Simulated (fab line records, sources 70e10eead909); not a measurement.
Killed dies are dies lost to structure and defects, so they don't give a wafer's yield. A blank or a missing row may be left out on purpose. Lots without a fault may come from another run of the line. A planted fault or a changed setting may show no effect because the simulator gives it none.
fab line records | flow nand_harc
record lots=5 wafers=15 last_day=24
route steps=1159 shown A_STAIRCASE@522
lots that met no fault: from a run of the same line without faults
start_h: hours from the record's first day to the start of the lot's first wafer shown | wait_h: hours since the lot's step before | " the same as in the row above | L1.1+2: a row that stands for several wafers | - no value, or no start given | * or withheld: withheld | < > ~ a bound
route shown NAME@n: a module of which the file shows steps, and the number in the route of the first | usual: mean/standard deviation of fault-free wafers | same: alike in all rows | chamber/n: place in a boat | sites: the reading at each site | _std_site: their standard deviation | _edge_site: outer sites' mean less inner sites' | radius_mm: how far each site lies from the wafer's centre | mask NAME#n: copy n | behind: the tool/chamber that last shaped the wafer | hold: why the lot was held/for how many hours/how that ended | device: the transistor (n, p or np) that didn't switch | end of line: the same wafers' tests at the end of the route | a step without rows: its recipe alone | killed: dies lost to structure and defects at the first sort, not the wafer's yield | map: a wafer's dies, x killed, . not, _ none there
set.NAME: the setting as run; set.NAME@STEP: as run at that earlier step | model.NAME: the simulator's own value behind a step, which no gauge read
lots at some steps of the route; a table a step, a row a wafer
services: from which hour (start_h, from the record's first day; less than 0 if before it) a tool's chamber was out of use, for how many hours, and why
## steps
# step NHARC_A_STAIRCASE_COAT_160
# recipe spin_rpm=1200
# columns lot.wafer tool chamber start_h wait_h
L075.1+2+6 litho_track-02 0 - -
L076.3+4+5 litho_track-02 0 - -
L077.3+5+6 litho_track-07 0 - -
L090.1+3+5 litho_track-07 0 - -
L096.1+2+6 litho_track-07 0 - -
# step NHARC_A_STAIRCASE_SOFTBAKE_161
# recipe temp_c=135 time_s=170
# columns lot.wafer tool chamber start_h wait_h
L075.1+2+6 litho_track-02 0 - -
L076.3+4+5 litho_track-02 0 - -
L077.3+5+6 litho_track-07 0 - -
L090.1+3+5 litho_track-07 0 - -
L096.1+2+6 litho_track-07 0 - -
# step NHARC_A_STAIRCASE_EBR_162
# columns lot.wafer tool chamber start_h wait_h
L075.1+2+6 litho_track-02 0 - -
L076.3+4+5 litho_track-02 0 - -
L077.3+5+6 litho_track-07 0 - -
L090.1+3+5 litho_track-07 0 - -
L096.1+2+6 litho_track-07 0 - -
# step NHARC_A_STAIRCASE_EXPOSE_163
# recipe na=0.5 dose_mj=20.01 mask_id=STAIR_OPEN
# columns lot.wafer tool chamber start_h wait_h mask
L075.1+2+6 krf_scanner-04 0 236.08 - STAIR_OPEN#0
L076.3+4+5 krf_scanner-02 0 236.39 - STAIR_OPEN#0
L077.3+5+6 krf_scanner-02 0 249.47 - STAIR_OPEN#0
L090.1+3+5 krf_scanner-04 0 333.53 - STAIR_OPEN#0
L096.1+2+6 krf_scanner-03 0 357.28 - STAIR_OPEN#0
# step NHARC_A_STAIRCASE_PEB_164
# recipe peb_temp_c=115 peb_time_s=130
# columns lot.wafer tool chamber start_h wait_h
L075.1+2+6 litho_track-03 0 236.14 0.1
L076.3+4+5 litho_track-02 0 236.45 0.1
L077.3+5+6 litho_track-07 0 249.52 0.0
L090.1+3+5 litho_track-07 0 333.59 0.1
L096.1+2+6 litho_track-03 0 357.35 0.1
# step NHARC_A_STAIRCASE_DEVELOP_165
# recipe time_s=140
# columns lot.wafer tool chamber start_h wait_h
L075.1+2+6 litho_track-03 0 - -
L076.3+4+5 litho_track-02 0 - -
L077.3+5+6 litho_track-07 0 - -
L090.1+3+5 litho_track-07 0 - -
L096.1+2+6 litho_track-03 0 - -
# step NHARC_A_STAIRCASE_HARDBAKE_167
# recipe temp_c=120 time_s=140
# columns lot.wafer tool chamber start_h wait_h
L075.1+2+6 litho_track-02 0 236.36 -
L076.3+4+5 litho_track-03 0 236.69 -
L077.3+5+6 litho_track-07 0 249.75 -
L090.1+3+5 litho_track-07 0 333.81 -
L096.1+2+6 litho_track-07 0 357.56 -
# step NHARC_A_STAIRCASE_DESCUM_168
# recipe time_s=3 o2_flow_sccm=200 ar_flow_sccm=0 bias_power_w=0 chemistry=O2
# usual drypump_motor_current_A=5.7/0.37 oes_product_au=1.002/0.01 rf_vpp_V=57.7/0.88 showerhead_plenum_p_Torr=1.90/0.091 throttle_valve_pct=11.312/0.009
# same bias_power_w=0
# columns lot.wafer tool chamber start_h wait_h drypump_motor_current_A oes_product_au rf_hours_counter_h rf_vpp_V showerhead_plenum_p_Torr throttle_valve_pct
L075.1 rie_diel-06 1 236.46 - 6.0 1.015 56 58.1 1.94 11.325
L075.2 " 3 " " 6.0 1.011 55 57.1 1.79 11.313
L075.6 " 1 " " 6.0 1.004 - 56.7 1.93 11.311
L076.4 rie_diel-13 3 236.78 - 5.8 1.013 53 58.1 1.95 11.298
L076.3 " 1 " " 5.6 1.009 48 57.4 1.93 11.306
L076.5 " 2 " " 5.6 1.013 - 57.1 1.84 11.301
L077.3 rie_diel-13 3 249.91 - 5.7 1.008 58 56.3 1.95 11.305
L077.5 " 3 " " 5.7 0.994 - 57.2 1.95 11.317
L077.6 " 0 " " 5.1 1.005 - 57.8 1.83 11.312
L090.3 rie_diel-13 0 334.02 - 5.1 0.994 16 56.3 1.82 11.303
L090.1 " 3 " " 5.7 0.995 15 58.8 1.94 11.302
L090.5 " 0 " " 5.1 1.000 - 57.1 1.82 11.308
L096.2 rie_diel-06 2 357.66 - 5.5 0.992 37 58.4 2.06 11.297
L096.1 " 1 " " 6.0 1.011 38 57.7 1.92 11.302
L096.6 " 3 " " 6.0 0.995 - 57.2 1.77 11.315
# step NHARC_A_STAIRCASE_ETCH_169
# recipe target_depth_a=500 time_s=107.1 ion_energy_ev=120 ch3f_flow_sccm=50 o2_flow_sccm=30 ar_flow_sccm=200 rf_w=500 bias_w=100 chemistry=CH3F/O2
# usual drypump_motor_current_A=5.7/0.38 oes_product_au=0.945/0.02 rf_fwd_power_W=497.1/2.1 rf_vpp_V=243.9/1.6 showerhead_plenum_p_Torr=2.43/0.11 throttle_valve_pct=20.664/0.0088
# columns lot.wafer tool chamber start_h wait_h drypump_motor_current_A oes_product_au rf_fwd_power_W rf_hours_counter_h rf_vpp_V showerhead_plenum_p_Torr throttle_valve_pct
L075.2 rie_diel-06 2 236.55 0.1 5.5 0.927 496.1 58 241.7 2.28 20.661
L075.1 " 0 " " 5.1 0.923 497.8 53 244.3 2.38 20.664
L075.6 " 1 " " 6.0 0.938 499.1 - 245.7 2.49 20.656
L076.3 rie_diel-13 3 236.88 0.1 5.7 0.948 498.2 53 244.5 2.50 20.658
L076.4 " 0 " " 5.1 0.966 493.9 53 242.6 2.35 20.657
L076.5 " 1 " " 5.6 0.956 497.2 - 244.5 2.48 20.669
L077.3 rie_diel-13 0 250.02 0.1 5.1 0.922 495.5 58 243.2 2.35 20.666
L077.5 " 3 " " 5.7 0.927 499.4 - 245.0 2.50 20.657
L077.6 " 0 " " 5.1 0.917 493.4 - 243.1 2.35 20.672
L090.3 rie_diel-13 1 334.11 0.1 5.6 0.923 496.8 17 244.4 2.47 20.671
L090.1 " 3 " " 5.7 0.926 496.2 15 245.2 2.49 20.665
L090.5 " 1 " " 5.6 0.921 500.8 - 246.2 2.47 20.680
L096.1 rie_diel-06 1 357.76 0.1 6.0 0.948 500.7 38 244.4 2.47 20.663
L096.2 " 2 " " 5.4 0.935 499.6 37 246.4 2.65 20.670
L096.6 " 0 " " 5.1 0.911 498.1 - 244.5 2.37 20.668
# step NHARC_A_STAIRCASE_ETCH_170
# recipe target_depth_a=2000 time_s=66.667 ion_energy_ev=250 c4f6_flow_sccm=25 o2_flow_sccm=20 ar_flow_sccm=500 rf_w=600 bias_w=500 chemistry=C4F6/O2
# usual drypump_motor_current_A=5.7/0.38 oes_product_au=0.970/0.018 rf_fwd_power_W=595/3 rf_vpp_V=546/3.4 showerhead_plenum_p_Torr=3.88/0.16 throttle_valve_pct=26.903/0.0094
# columns lot.wafer tool chamber start_h wait_h drypump_motor_current_A oes_product_au rf_fwd_power_W rf_hours_counter_h rf_vpp_V showerhead_plenum_p_Torr throttle_valve_pct
L075.2 rie_diel-06 3 - - 6.0 0.935 593 55 541 3.68 26.909
L075.1 " 1 " " 6.0 0.952 596 56 547 3.96 26.903
L075.6 " 3 " " 6.0 0.934 593 - 542 3.68 26.914
L076.4 rie_diel-13 0 - - 5.1 0.985 591 53 543 3.76 26.901
L076.3 " 1 " " 5.6 0.996 595 48 548 3.95 26.879
L076.5 " 1 " " 5.6 0.996 598 - 546 3.95 26.898
L077.3 rie_diel-13 1 - - 5.6 0.964 597 54 548 3.95 26.912
L077.6 " 0 " " 5.1 0.963 589 - 542 3.76 26.879
L077.5 " 1 " " 5.6 0.967 595 - 547 3.95 26.920
L090.3 rie_diel-13 2 - - 5.7 0.932 592 17 544 3.77 26.925
L090.1 " 1 " " 5.6 0.962 598 17 547 3.93 26.899
L090.5 " 2 " " 5.7 0.924 592 - 542 3.77 26.898
L096.1 rie_diel-06 3 - - 6.0 0.941 595 37 542 3.66 26.899
L096.2 " 1 " " 6.0 0.947 598 38 547 3.94 26.901
L096.6 " 0 " " 5.1 0.940 600 - 544 3.78 26.902
# step NHARC_A_STAIRCASE_STRIP_171
# recipe power_w=1500 temp_c=250 chemistry=O2
# usual drypump_motor_current_A=5.8/0.59 heater_power_w=334/24 rf_refl_power_W=19/3.5
# columns lot.wafer tool chamber start_h wait_h drypump_motor_current_A heater_power_w rf_hours_counter_h rf_refl_power_W
L075.1 plasma_asher-01 1 236.78 - 5.4 349 45 26
L075.2 " 0 " " 5.5 294 45 15
L075.6 " 0 " " 5.5 296 - 15
L076.3 plasma_asher-01 1 237.26 - 5.3 362 - -
L076.4 " 0 " " 5.5 300 - -
L076.5 " 0 " " 5.5 296 - -
L077.3 plasma_asher-01 1 250.38 - 5.3 354 - 25
L077.5 " 0 " " 5.6 300 - 16
L077.6 " 1 " " 5.4 359 - 25
L090.1 plasma_asher-02 0 334.34 - 5.3 341 46 18
L090.3 " 1 " " 6.6 324 - 17
L090.5 " 0 " " 5.3 344 - 18
L096.1 plasma_asher-01 1 358.15 - 5.3 371 21 25
L096.2 " 0 " " 5.5 293 21 15
L096.6 " 0 " " 5.5 299 - 16
# step NHARC_A_STAIRCASE_STRIP_172
# recipe time_s=900 temp_c=130 chemistry=SPM
# columns lot.wafer tool chamber start_h wait_h
L075.6+2+1 wet_bench-06 0,3,4 237.13 0.1
L076.3+4+5 wet_bench-06 2,6,7 237.51 0.2
L077.3+6+5 wet_bench-05 0,3,4 250.59 0.2
L090.3+5+1 wet_bench-06 2,3,6 334.68 0.2
L096.1+6+2 wet_bench-06 4,6,0 358.51 0.3
# step NHARC_A_STAIRCASE_PRECLEAN_173
# recipe time_s=* temp_c=50 bath_age_min=0 chemistry=SC1
# usual nh4oh_flow_mL_min=28.30/0.093
# columns lot.wafer tool chamber start_h wait_h nh4oh_flow_mL_min
L075.6 wet_bench-06 0 - - 28.17
L075.2 " 3 " " 28.26
L075.1 " 4 " " 28.21
L076.3 wet_bench-06 2 - - 28.23
L076.4 " 6 " " 28.11
L076.5 " 7 " " 28.30
L077.3 wet_bench-05 0 - - 28.09
L077.6 " 3 " " 28.35
L077.5 " 4 " " 28.29
L090.3 wet_bench-06 2 - - 28.25
L090.5 " 3 " " 28.38
L090.1 " 6 " " 28.23
L096.1 wet_bench-06 4 - - 28.39
L096.6 " 6 " " 28.23
L096.2 " 0 " " 28.19
# step NHARC_A_STAIRCASE_SRD_174
# columns lot.wafer tool chamber start_h wait_h
L075.6+2+1 wet_bench-06 0,3,4 - -
L076.3+4+5 wet_bench-06 2,6,7 - -
L077.3+6+5 wet_bench-05 0,3,4 - -
L090.3+5+1 wet_bench-06 2,3,6 - -
L096.1+6+2 wet_bench-06 4,6,0 - -
# step NHARC_A_STAIRCASE_DEHYDRATE_01
# recipe temp_c=150 time_s=120
# columns lot.wafer tool chamber start_h wait_h
L075.1+2+6 litho_track-07 0 237.58 -
L076.3+4+5 litho_track-02 0 237.97 -
L077.3+5+6 litho_track-07 0 251.05 -
L090.1+3+5 litho_track-07 0 335.14 -
L096.1+2+6 litho_track-03 0 358.96 -
# step NHARC_A_STAIRCASE_HMDS_02
# recipe time_s=30
# columns lot.wafer tool chamber start_h wait_h
L075.1+2+6 litho_track-07 0 - -
L076.3+4+5 litho_track-02 0 - -
L077.3+5+6 litho_track-07 0 - -
L090.1+3+5 litho_track-07 0 - -
L096.1+2+6 litho_track-03 0 - -
# step NHARC_A_STAIRCASE_COAT_03
# recipe spin_rpm=1200
# columns lot.wafer tool chamber start_h wait_h
L075.1+2+6 litho_track-07 0 - -
L076.3+4+5 litho_track-02 0 - -
L077.3+5+6 litho_track-07 0 - -
L090.1+3+5 litho_track-07 0 - -
L096.1+2+6 litho_track-03 0 - -
# step NHARC_A_STAIRCASE_SOFTBAKE_04
# recipe temp_c=135 time_s=170
# columns lot.wafer tool chamber start_h wait_h
L075.1+2+6 litho_track-07 0 - -
L076.3+4+5 litho_track-02 0 - -
L077.3+5+6 litho_track-07 0 - -
L090.1+3+5 litho_track-07 0 - -
L096.1+2+6 litho_track-03 0 - -
# step NHARC_A_STAIRCASE_EBR_05
# columns lot.wafer tool chamber start_h wait_h
L075.1+2+6 litho_track-07 0 - -
L076.3+4+5 litho_track-02 0 - -
L077.3+5+6 litho_track-07 0 - -
L090.1+3+5 litho_track-07 0 - -
L096.1+2+6 litho_track-03 0 - -
# step NHARC_A_STAIRCASE_EXPOSE_06
# recipe na=0.5 dose_mj=25.43 mask_id=STAIR
# columns lot.wafer tool chamber start_h wait_h mask
L075.1+2+6 krf_scanner-02 0 237.78 - STAIR#0
L076.3+4+5 krf_scanner-04 0 238.31 - STAIR#0
L077.3+5+6 krf_scanner-03 0 251.39 - STAIR#0
L090.1+3+5 krf_scanner-02 0 335.47 - STAIR#0
L096.1+2+6 krf_scanner-03 0 359.17 - STAIR#0
# step NHARC_A_STAIRCASE_PEB_07
# recipe peb_temp_c=115 peb_time_s=130
# columns lot.wafer tool chamber start_h wait_h
L075.1+2+6 litho_track-03 0 237.85 0.1
L076.3+4+5 litho_track-02 0 238.37 0.1
L077.3+5+6 litho_track-02 0 251.45 0.1
L090.1+3+5 litho_track-02 0 335.53 0.1
L096.1+2+6 litho_track-02 0 359.24 0.1
# step NHARC_A_STAIRCASE_DEVELOP_08
# recipe time_s=140
# columns lot.wafer tool chamber start_h wait_h
L075.1+2+6 litho_track-03 0 - -
L076.3+4+5 litho_track-02 0 - -
L077.3+5+6 litho_track-02 0 - -
L090.1+3+5 litho_track-02 0 - -
L096.1+2+6 litho_track-02 0 - -
# step NHARC_A_STAIRCASE_HARDBAKE_10
# recipe temp_c=120 time_s=140
# columns lot.wafer tool chamber start_h wait_h
L075.1+2+6 litho_track-03 0 238.07 -
L076.3+4+5 litho_track-03 0 238.59 -
L077.3+5+6 litho_track-03 0 251.68 -
L090.1+3+5 litho_track-02 0 335.75 -
L096.1+2+6 litho_track-03 0 359.45 -
# step NHARC_A_STAIRCASE_DESCUM_11
# recipe time_s=3 o2_flow_sccm=200 ar_flow_sccm=0 bias_power_w=0 chemistry=O2
# usual drypump_motor_current_A=5.7/0.37 oes_product_au=1.003/0.0099 rf_vpp_V=57.8/0.91 showerhead_plenum_p_Torr=1.91/0.09 throttle_valve_pct=11.312/0.0091
# same bias_power_w=0
# columns lot.wafer tool chamber start_h wait_h drypump_motor_current_A oes_product_au rf_hours_counter_h rf_vpp_V showerhead_plenum_p_Torr throttle_valve_pct
L075.1 rie_diel-02 2 238.16 - 5.4 1.019 21 57.4 2.01 11.309
L075.2 " 3 " " 5.9 1.015 29 57.8 1.96 11.306
L075.6 " 3 " " 5.9 0.995 - 58.9 1.96 11.314
L076.4 rie_diel-02 3 238.69 - 5.9 1.012 30 57.4 1.96 11.303
L076.3 " 1 " " 5.9 0.996 31 57.8 1.92 11.317
L076.5 " 3 " " 5.9 1.009 - 58.0 1.96 11.302
L077.3 rie_diel-02 0 251.79 - 6.4 1.012 33 56.4 1.79 11.335
L077.6 " 1 " " 5.9 1.004 - 59.4 1.92 11.322
L077.5 " 2 " " 5.4 1.008 - 57.0 2.01 11.326
L090.1 rie_diel-13 2 335.98 - 5.7 1.004 19 56.4 1.83 11.316
L090.3 " 1 " " 5.6 0.993 19 56.7 1.92 11.309
L090.5 " 2 " " 5.7 1.004 - 58.7 1.83 11.321
L096.1 rie_diel-13 0 359.55 - 5.1 1.000 27 58.1 1.82 11.316
L096.2 " 1 " " 5.6 1.008 30 56.4 1.91 11.306
L096.6 " 1 " " 5.6 1.009 - 57.7 1.91 11.302
# step NHARC_A_STAIRCASE_TRIM_12
# recipe time_s=211.2 o2_flow_sccm=500 ar_flow_sccm=0 bias_w=0 chemistry=O2
# usual drypump_motor_current_A=5.7/0.38 oes_product_au=1.002/0.01 rf_vpp_V=57.8/0.92 showerhead_plenum_p_Torr=3.52/0.15 throttle_valve_pct=17.036/0.0084
# columns lot.wafer tool chamber start_h wait_h drypump_motor_current_A oes_product_au rf_hours_counter_h rf_vpp_V showerhead_plenum_p_Torr throttle_valve_pct
L075.2 rie_diel-02 2 238.25 0.1 5.4 1.024 21 57.9 3.69 17.042
L075.1 " 1 " " 5.9 1.009 31 58.6 3.54 17.042
L075.6 " 3 " " 5.9 1.020 - 56.2 3.61 17.047
L076.3 rie_diel-02 3 238.83 0.1 5.9 1.020 30 57.5 3.61 17.047
L076.4 " 0 " " 6.4 1.009 26 56.8 3.32 17.044
L076.5 " 2 " " 5.4 1.016 - 58.3 3.69 17.040
L077.3 rie_diel-02 2 251.88 0.1 5.4 1.011 28 58.0 3.69 17.021
L077.5 " 0 " " 6.4 1.009 - 58.5 3.32 17.042
L077.6 " 1 " " 6.0 1.009 - 57.6 3.53 17.034
L090.3 rie_diel-13 3 336.13 0.1 5.7 0.997 16 58.5 3.57 17.049
L090.1 " 0 " " 5.1 0.982 17 57.2 3.37 17.032
L090.5 " 1 " " 5.6 0.991 - 57.4 3.54 17.033
L096.2 rie_diel-13 0 359.63 0.1 5.1 0.996 27 56.7 3.36 17.032
L096.1 " 2 " " 5.7 0.998 29 58.1 3.38 17.037
L096.6 " 1 " " 5.6 0.997 - 58.0 3.53 17.033
# step NHARC_A_STAIRCASE_ETCH_13
# recipe target_depth_a=1000 time_s=40.5 ion_energy_ev=400 c4f8_flow_sccm=20 o2_flow_sccm=10 ar_flow_sccm=withheld rf_w=600 bias_w=1000 chemistry=C4F8/O2
# usual oes_product_au=0.941/0.014 rf_fwd_power_W=592/3.6 rf_vpp_V=895/5.8
# columns lot.wafer tool chamber start_h wait_h oes_product_au rf_fwd_power_W rf_hours_counter_h rf_vpp_V
L075.1 rie_diel-02 0 - - 0.956 591 26 888
L075.2 " 1 " " 0.973 588 31 895
L075.6 " 0 " " 0.965 592 - 890
L076.3 rie_diel-02 3 - - 0.940 596 30 898
L076.4 " 1 " " 0.942 585 31 896
L076.5 " 2 " " 0.940 592 - 901
L077.3 rie_diel-02 0 - - 0.947 595 34 888
L077.5 " 0 " " 0.936 591 - 887
L077.6 " 1 " " 0.926 586 - 896
L090.3 rie_diel-13 3 - - 0.923 596 17 898
L090.1 " 0 " " 0.929 583 17 890
L090.5 " 3 " " 0.933 595 - 898
L096.2 rie_diel-13 3 - - 0.940 594 26 898
L096.1 " 0 " " 0.929 584 28 889
L096.6 " 1 " " 0.949 597 - 896
# step NHARC_A_STAIRCASE_TRIM_14
# recipe time_s=211.2 o2_flow_sccm=500 ar_flow_sccm=0 bias_w=0 chemistry=O2
# usual drypump_motor_current_A=5.7/0.39 oes_product_au=1.002/0.01 rf_vpp_V=57.8/0.85 showerhead_plenum_p_Torr=3.50/0.15 throttle_valve_pct=17.037/0.0088
# columns lot.wafer tool chamber start_h wait_h drypump_motor_current_A oes_product_au rf_hours_counter_h rf_vpp_V showerhead_plenum_p_Torr throttle_valve_pct
L075.1 rie_diel-02 3 - - 5.9 1.007 29 58.2 3.61 17.040
L075.2 " 0 " " 6.4 1.002 26 58.6 3.32 17.033
L075.6 " 3 " " 5.9 1.011 - 58.3 3.61 17.040
L076.4 rie_diel-02 3 - - 5.9 1.015 30 57.0 3.61 17.043
L076.3 " 1 " " 5.9 1.001 31 57.5 3.54 17.039
L076.5 " 0 " " 6.4 1.003 - 57.5 3.32 17.029
L077.3 rie_diel-02 1 - - 6.0 1.006 39 57.9 3.53 17.059
L077.5 " 2 " " 5.4 1.021 - 58.2 3.69 17.024
L077.6 " 3 " " 5.9 1.011 - 57.5 3.61 17.043
L090.1 rie_diel-13 3 - - 5.7 1.005 17 57.8 3.57 17.051
L090.3 " 0 " " 5.1 0.992 17 57.7 3.37 17.018
L090.5 " 1 " " 5.6 1.004 - 58.5 3.54 17.011
L096.2 rie_diel-13 1 - - 5.6 1.016 30 57.5 3.53 17.041
L096.1 " 2 " " 5.6 0.995 29 59.2 3.38 17.038
L096.6 " 1 " " 5.6 1.011 - 57.7 3.53 17.043
# step NHARC_A_STAIRCASE_ETCH_15
# recipe target_depth_a=1000 time_s=40.5 ion_energy_ev=400 c4f8_flow_sccm=20 o2_flow_sccm=10 ar_flow_sccm=withheld rf_w=600 bias_w=1000 chemistry=C4F8/O2
# usual oes_product_au=0.943/0.012 rf_fwd_power_W=592/3.9 rf_vpp_V=896/5.6
# columns lot.wafer tool chamber start_h wait_h oes_product_au rf_fwd_power_W rf_hours_counter_h rf_vpp_V
L075.2 rie_diel-02 3 - - 0.957 595 30 897
L075.1 " 1 " " 0.969 591 31 895
L075.6 " 2 " " 0.950 592 - 900
L076.3 rie_diel-02 2 - - 0.951 592 22 901
L076.4 " 3 " " 0.945 595 30 899
L076.5 " 1 " " 0.945 586 - 895
L077.3 rie_diel-02 3 - - 0.952 594 36 899
L077.5 " 2 " " 0.945 597 - 902
L077.6 " 3 " " 0.968 594 - 899
L090.1 rie_diel-13 3 - - 0.931 596 17 898
L090.3 " 0 " " 0.929 586 17 890
L090.5 " 3 " " 0.930 592 - 899
L096.2 rie_diel-13 1 - - 0.954 594 30 895
L096.1 " 0 " " 0.943 589 28 889
L096.6 " 2 " " 0.934 592 - 892
# step NHARC_A_STAIRCASE_TRIM_16
# recipe time_s=211.2 o2_flow_sccm=500 ar_flow_sccm=0 bias_w=0 chemistry=O2
# usual drypump_motor_current_A=5.7/0.4 oes_product_au=1.003/0.01 rf_vpp_V=57.8/0.91 showerhead_plenum_p_Torr=3.51/0.15 throttle_valve_pct=17.036/0.01
# columns lot.wafer tool chamber start_h wait_h drypump_motor_current_A oes_product_au rf_hours_counter_h rf_vpp_V showerhead_plenum_p_Torr throttle_valve_pct
L075.1 rie_diel-02 1 - - 5.9 0.992 31 58.0 3.54 17.035
L075.2 " 3 " " 5.9 1.006 30 56.8 3.61 17.033
L075.6 " 1 " " 5.9 0.999 - 58.8 3.54 17.043
L076.3 rie_diel-02 3 - - 5.9 1.005 30 57.4 3.61 17.036
L076.4 " 1 " " 5.9 0.996 31 58.3 3.54 17.046
L076.5 " 3 " " 5.9 1.014 - 58.8 3.61 17.031
L077.3 rie_diel-02 0 - - 6.4 1.014 34 58.2 3.32 17.033
L077.6 " 3 " " 5.9 1.005 - 58.5 3.61 17.044
L077.5 " 0 " " 6.4 1.009 - 56.6 3.32 17.043
L090.3 rie_diel-13 3 - - 5.8 1.006 17 58.3 3.57 17.047
L090.1 " 1 " " 5.6 0.993 20 57.5 3.54 17.030
L090.5 " 0 " " 5.1 1.004 - 56.8 3.37 17.020
L096.2 rie_diel-13 0 - - 5.1 0.994 28 59.6 3.36 17.033
L096.1 " 1 " " 5.6 0.996 30 58.4 3.53 17.041
L096.6 " 0 " " 5.1 0.999 - 58.0 3.36 17.029
# step NHARC_A_STAIRCASE_ETCH_17
# recipe target_depth_a=1000 time_s=40.5 ion_energy_ev=400 c4f8_flow_sccm=20 o2_flow_sccm=10 ar_flow_sccm=withheld rf_w=600 bias_w=1000 chemistry=C4F8/O2
# usual oes_product_au=0.942/0.012 rf_fwd_power_W=593/3.5 rf_vpp_V=895/5.7
# columns lot.wafer tool chamber start_h wait_h oes_product_au rf_fwd_power_W rf_hours_counter_h rf_vpp_V
L075.2 rie_diel-02 3 - - 0.966 597 30 899
L075.1 " 1 " " 0.947 584 31 897
L075.6 " 3 " " 0.958 598 - 900
L076.4 rie_diel-02 3 - - 0.947 595 30 899
L076.3 " 2 " " 0.964 593 22 902
L076.5 " 3 " " 0.958 594 - 898
L077.3 rie_diel-02 2 - - 0.963 593 29 902
L077.5 " 2 " " 0.956 591 - 902
L077.6 " 3 " " 0.946 598 - 899
L090.1 rie_diel-13 2 - - 0.928 587 20 892
L090.3 " 0 " " 0.934 587 18 890
L090.5 " 2 " " 0.930 588 - 891
L096.1 rie_diel-13 3 - - 0.923 594 27 898
L096.2 " 0 " " 0.926 584 28 890
L096.6 " 3 " " 0.937 596 - 896
# step NHARC_A_STAIRCASE_TRIM_18
# recipe time_s=211.2 o2_flow_sccm=500 ar_flow_sccm=0 bias_w=0 chemistry=O2
# usual drypump_motor_current_A=5.7/0.38 oes_product_au=1.002/0.011 rf_vpp_V=57.7/0.89 showerhead_plenum_p_Torr=3.51/0.15 throttle_valve_pct=17.037/0.0088
# columns lot.wafer tool chamber start_h wait_h drypump_motor_current_A oes_product_au rf_hours_counter_h rf_vpp_V showerhead_plenum_p_Torr throttle_valve_pct
L075.1 rie_diel-02 3 - - 5.9 1.016 30 58.5 3.61 17.032
L075.2 " 1 " " 5.9 1.004 31 58.2 3.54 17.025
L075.6 " 0 " " 6.4 1.005 - 57.7 3.32 17.034
L076.3 rie_diel-02 1 - - 5.9 1.007 32 57.9 3.54 17.043
L076.4 " 2 " " 5.4 0.998 22 57.7 3.69 17.042
L076.5 " 2 " " 5.4 1.007 - 58.7 3.69 17.030
L077.3 rie_diel-02 0 - - 6.4 0.994 34 57.9 3.32 17.037
L077.6 " 2 " " 5.4 1.003 - 59.3 3.69 17.037
L077.5 " 3 " " 5.9 1.002 - 58.1 3.61 17.023
L090.3 rie_diel-13 3 - - 5.7 0.982 18 58.7 3.57 17.020
L090.1 " 1 " " 5.6 1.001 20 56.2 3.54 17.046
L090.5 " 2 " " 5.7 0.978 - 58.2 3.39 17.030
L096.1 rie_diel-13 2 - - 5.6 0.994 29 57.7 3.38 17.036
L096.2 " 3 " " 5.7 0.999 27 59.1 3.56 17.031
L096.6 " 2 " " 5.7 0.984 - 56.6 3.38 17.042
# step NHARC_A_STAIRCASE_ETCH_19
# recipe target_depth_a=1000 time_s=40.5 ion_energy_ev=400 c4f8_flow_sccm=20 o2_flow_sccm=10 ar_flow_sccm=withheld rf_w=600 bias_w=1000 chemistry=C4F8/O2
# usual oes_product_au=0.944/0.01 rf_fwd_power_W=593/3.8 rf_vpp_V=895/5.7
# columns lot.wafer tool chamber start_h wait_h oes_product_au rf_fwd_power_W rf_hours_counter_h rf_vpp_V
L075.2 rie_diel-02 1 - - 0.956 586 31 895
L075.1 " 2 " " 0.958 593 22 902
L075.6 " 1 " " 0.951 588 - 895
L076.3 rie_diel-02 2 - - 0.947 595 22 902
L076.4 " 0 " " 0.947 592 27 888
L076.5 " 2 " " 0.950 594 - 902
L077.3 rie_diel-02 3 - - 0.953 596 37 899
L077.6 " 0 " " 0.949 590 - 887
L077.5 " 1 " " 0.947 587 - 895
L090.1 rie_diel-13 3 - - 0.937 595 18 897
L090.3 " 1 " " 0.940 596 20 897
L090.5 " 3 " " 0.934 596 - 897
L096.1 rie_diel-13 2 - - 0.921 589 30 892
L096.2 " 3 " " 0.935 597 27 898
L096.6 " 2 " " 0.945 590 - 888
# step NHARC_A_STAIRCASE_TRIM_20
# recipe time_s=211.2 o2_flow_sccm=500 ar_flow_sccm=0 bias_w=0 chemistry=O2
# usual drypump_motor_current_A=5.7/0.37 oes_product_au=1.003/0.011 rf_vpp_V=57.6/0.91 showerhead_plenum_p_Torr=3.50/0.15 throttle_valve_pct=17.037/0.0097
# columns lot.wafer tool chamber start_h wait_h drypump_motor_current_A oes_product_au rf_hours_counter_h rf_vpp_V showerhead_plenum_p_Torr throttle_valve_pct
L075.2 rie_diel-06 1 239.37 0.1 6.0 1.010 58 59.6 3.56 17.029
L075.1 " 2 " " 5.5 1.003 61 57.7 3.28 17.030
L075.6 " 1 " " 6.0 0.991 - 58.8 3.56 17.036
L076.3 rie_diel-02 1 239.90 0.1 6.0 1.012 32 57.7 3.54 17.039
L076.4 " 0 " " 6.4 1.005 27 57.1 3.32 17.030
L076.5 " 1 " " 5.9 1.002 - 58.3 3.54 17.051
L077.3 rie_diel-02 1 253.05 0.1 6.0 0.993 39 56.5 3.53 17.037
L077.6 " 2 " " 5.4 1.010 - 57.8 3.69 17.045
L077.5 " 3 " " 5.9 1.010 - 57.6 3.61 17.032
L090.3 rie_diel-02 2 338.11 0.1 5.4 1.019 0 57.8 3.67 17.036
L090.1 " 3 " " 5.9 1.022 0 56.5 3.60 17.036
L090.5 " 1 " " 5.9 1.007 - 57.4 3.52 17.037
L096.2 rie_diel-06 0 361.25 0.1 5.1 0.985 41 56.6 3.40 17.031
L096.1 " 1 " " 6.0 1.017 39 58.1 3.54 17.032
L096.6 " 1 " " 6.0 1.010 - 56.8 3.54 17.043
## services
# columns tool chamber start_h hours kind
litho_track-03 - 213.00 7.0 pm
rie_diel-13 1 221.55 8.9 repair
krf_scanner-03 - 224.23 0.4 repair
rie_diel-06 3 225.42 3.6 repair
rie_diel-02 0 233.36 - clean
rie_diel-02 1 233.36 - clean
rie_diel-02 2 233.36 - clean
rie_diel-02 3 233.36 - clean
rie_diel-06 - 241.55 9.0 pm
wet_bench-05 - 251.47 1.3 repair
rie_diel-02 0 257.87 - clean
rie_diel-02 1 257.87 - clean
rie_diel-02 2 257.87 - clean
rie_diel-13 - 276.02 9.0 pm
rie_diel-06 - 276.11 1.1 repair
plasma_asher-01 - 276.74 9.0 pm
krf_scanner-04 - 298.00 4.0 pm
wet_bench-06 - 305.60 8.0 pm
rie_diel-02 - 327.89 9.0 pm
krf_scanner-03 - 340.00 4.0 pm
wet_bench-05 - 350.16 1.2 repair
krf_scanner-04 - 357.31 1.9 repair
plasma_asher-02 - 358.23 0.5 repair
plasma_asher-02 - 361.22 9.0 pm
## key
fault none
